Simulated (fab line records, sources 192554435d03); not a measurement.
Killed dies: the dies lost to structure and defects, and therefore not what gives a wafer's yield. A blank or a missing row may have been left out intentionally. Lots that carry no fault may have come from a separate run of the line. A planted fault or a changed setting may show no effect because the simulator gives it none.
Struck lot and sound lot, side by side + flow n5Finfet + 44 steps out of a route of 1938
Sound: these wafers, L592.3, L592.5, L592.6. Struck: wafer L610.4. (L610.2 of the same lot was not struck and is left out.) The cause comes at the end.
Each step with rows lists, per side, the tool, then ch with its chambers, then its first start. Under that, the readings that differ: sound wafers + struck wafers + difference of the means + sigmas: that difference in standard deviations of wafers without a fault.
alike: readings whose means differ by less than 2 such deviations, and words and numbers that are the same on both sides. not compared: withheld readings, readings that some wafer has no value for, bounds like >300 that may hide the same value, and numbers for which the record gives no deviation and whose values overlap.
The two part at a step that has a row with sigmas, a row that says differs or no value, or rows on one side only. Numbers that have no deviation but don't overlap get no sigmas and don't part them. A reading that every wafer of one side lacks parts them only if that side has two wafers or more.

N5_SD_EPI_N_ETCH_35: etches SOC in N2/H2, overetch 108 nm, time 486 s.
  sound on rieDiel-05 ch 2,3, day 3 13:41; struck on rieDiel-06 ch 2, day 8 01:21
  alike: drypumpMotorCurrentA, h2FlowSccm, oesProductAu, rfVppV, showerheadPlenumPTorr, throttleValvePct
  not compared: rfHoursCounterH
then, 3 steps without rows for these wafers: N5_SD_EPI_N_STRIP_36 (strips in N2/H2); N5_SD_EPI_N_ETCHBACK_44 (etches SiNx in CH3F/O2, stops on SiO2, target depth 14.5 nm); N5_SD_EPI_N_ETCH_45 (etches SiOCN in CH3F/O2, target depth 6 nm).
N5_SD_EPI_N_ETCH_16: etches SiO2 in CHF3/O2, target depth 5 nm.
  sound on rieDiel-05 ch 2,3, day 3 14:13; struck on rieDiel-06 ch 2, day 8 01:53
  alike: drypumpMotorCurrentA, mfcArSccm, oesProductAu, rfVppV, showerheadPlenumPTorr, throttleValvePct
  not compared: rfHoursCounterH
then, 7 steps without rows for these wafers: N5_SD_EPI_N_STRIP_47 (strips in CHF3/O2); N5_SD_EPI_N_SD_RECESS_17 (chemistry HBr/Cl2/O2, target depth 41 nm, time 23.7 s, bt time 3 s); N5_SD_EPI_N_STRIP_38 (strips in N2/H2); N5_SD_EPI_N_WET_ETCH_43 (etches SiO2 in dHF, time 14 s, target depth 1.5 nm); N5_SD_EPI_N_STRIP_18 (strips in SPM, time 750 s); N5_SD_EPI_N_SRD_20 (time 30 s); N5_SD_EPI_N_PRECLEAN_48 (cleans in NF3:NH3, afs cycles 2, time 20 s, sublimation time 60 s).
N5_SD_EPI_N_VAPOR_ETCH_50: etches Si in HCl, time 54 s.
  sound on epiRpcvd-02 ch 0, day 3 15:09; struck on epiRpcvd-01 ch 0, day 8 02:47
  alike: throttleValvePct
then, 1 step without rows for these wafers: N5_SD_EPI_N_EPI_21 (deposits Si:P, time 690 s).
N5_SD_EPI_N_EPI_MEAS_23:
  struck on filmMetro-01, day 8 04:39; sound on filmMetro-01, day 3 16:59
  alike: thkNm
then, 3 steps without rows for these wafers: N5_SD_EPI_N_PRECLEAN_24 (cleans in O3/DIW, time 60 s); N5_SD_EPI_N_SRD_25 (time 30 s); N5_SD_EPI_N_PRECLEAN_49 (cleans in NF3:NH3, afs cycles 1, time 20 s, sublimation time 60 s).
N5_SD_EPI_N_LINER_46: material SiNx, target thk 3 nm.
  sound on aldSin-03 ch 0,1,3, day 3 17:17; struck on aldSin-04 ch 1, day 8 05:01
  alike: heaterPowerOuterW, heaterPowerW
N5_SD_EPI_N_INSPECT_26: inspects for defects (darkfield).
  struck on defectInspect-02, day 8 05:16; sound on defectInspect-01, day 3 17:32
  alike: rawDefectCount
then, 8 steps without rows for these wafers: N5_SD_EPI_P_COAT_34 (time 60 s, resist thk 350 nm); N5_SD_EPI_P_COAT_35 (time 60 s, resist thk 35 nm); N5_SD_EPI_P_COAT_03 (resist thk 150 nm); N5_SD_EPI_P_EBR_05; N5_SD_EPI_P_SOFTBAKE_04 (time 60 s); N5_SD_EPI_P_EXPOSE_06 (exposes mask SD P BLK, target cd 240 nm); N5_SD_EPI_P_PEB_07 (peb time 60 s); N5_SD_EPI_P_DEVELOP_08 (develop time 30 s).
N5_SD_EPI_P_CD_MEAS_09 targets a cd of 240 nm.
  sound on cdSem-02 ch 0, day 3 17:49; struck on cdSem-03 ch 0, day 8 05:40
  alike: cdNm
N5_SD_EPI_P_OVL_MEAS_10:
  sound on overlay-02 ch 0, day 3 17:51; struck on overlay-01 ch 0, day 8 05:42
  alike: SD_P_BLK_OVL
N5_SD_EPI_P_INSPECT_11: inspects for defects (macro).
  struck on defectInspect-01, day 8 05:43; sound on defectInspect-01, day 3 17:52
  alike: rawDefectCount
N5_SD_EPI_P_DESCUM_14: chemistry O2, time 7.9 s.
  sound on rieDiel-02 ch 0,2,3, day 3 17:54; struck on rieDiel-03 ch 3, day 8 05:45
  alike: drypumpMotorCurrentA, oesProductAu, rfVppV, showerheadPlenumPTorr, throttleValvePct
  not compared: rfHoursCounterH
then, 1 step without rows for these wafers: N5_SD_EPI_P_ETCH_36 (etches SiARC in CF4, target depth 45.5 nm, time 75.8 s).
N5_SD_EPI_P_ETCH_37: etches SOC in N2/H2, overetch 108 nm, time 486 s.
  sound on rieDiel-02 ch 0,2,3, day 3 17:59; struck on rieDiel-03 ch 3, day 8 05:50
  alike: drypumpMotorCurrentA, h2FlowSccm, oesProductAu, rfVppV, showerheadPlenumPTorr, throttleValvePct
  not compared: rfHoursCounterH
then, 8 steps without rows for these wafers: N5_SD_EPI_P_STRIP_38 (strips in N2/H2); N5_SD_EPI_P_ETCHBACK_46 (etches SiNx in CH3F/O2, stops on SiO2, target depth 17.5 nm); N5_SD_EPI_P_ETCH_47 (etches SiOCN in CH3F/O2, target depth 25 nm); N5_SD_EPI_P_ETCH_16 (etches SiO2 in CHF3/O2, target depth 5 nm); N5_SD_EPI_P_STRIP_50 (strips in CHF3/O2); N5_SD_EPI_P_SD_RECESS_17 (chemistry HBr/Cl2/O2, target depth 39.1 nm, bt time 3 s); N5_SD_EPI_P_WET_ETCH_45 (etches SiO2 in dHF, time 10.7 s, target depth 2 nm, rinse time 30 s); N5_SD_EPI_P_STRIP_40 (strips in N2/H2).
-- the record jumps here: 4 days lie between the struck wafers' starts before and after (it left off in module SD_EPI_P and takes up again in module BEOL_M4, whose first step shown is number 1111 of the route) --
N5_BEOL_M4_RC_MEAS_101:
  sound on prober-01 ch 0, day 8 11:26; struck on prober-02 ch 0, day 12 17:45
| reading         | sound          | struck | difference | sigmas |
|-----------------|----------------|--------|------------|--------|
| IOFF_P (nA/um)  | 0.31 0.24 0.24 | 0.14   | -0.12      | -4     |
| ION_P (uA/um)   | 475 467 461    | 449    | -19        | -2     |
| REXT_N (ohm.um) | 74.2 73.7 74.4 | 70.1   | -4.0       | -3     |
| VT_P (mV)       | -246 -247 -247 | -258   | -11        | -3     |
  alike: DIBL_N, DIBL_P, IOFF_N, ION_N, SS_N, SS_P, VT_N
-- here the record skips 4 days between the struck wafers' starts before and after, leaving off in module BEOL_M4 and picking up in module PASSIVATION (first step shown: number 1936 of the route) --
N5_PASSIVATION_PROBE_49:
  struck on prober-01, day 17 02:27; sound on prober-02, day 13 11:40
| reading            | sound    | struck | difference | sigmas |
|--------------------|----------|--------|------------|--------|
| killed_at_M0_to_M3 | 38 45 58 | 19     | -28        | -3     |
| killedShort        | 23 35 39 | 16     | -16        | -2     |
  alike: defectLimitedYield, killed_at_M4_up, killedAtContacts, killedAtFrontEnd, killedAtOther, killedDies, killedOnRim, killedOpen, sort_bin_5_function, sort_bin_6_memory, sortNPass, sortYieldPct

== WHERE THEY PART ==
First at N5_BEOL_M4_RC_MEAS_101; last, within this record, at N5_PASSIVATION_PROBE_49.

WHY: whatever the simulator had introduced
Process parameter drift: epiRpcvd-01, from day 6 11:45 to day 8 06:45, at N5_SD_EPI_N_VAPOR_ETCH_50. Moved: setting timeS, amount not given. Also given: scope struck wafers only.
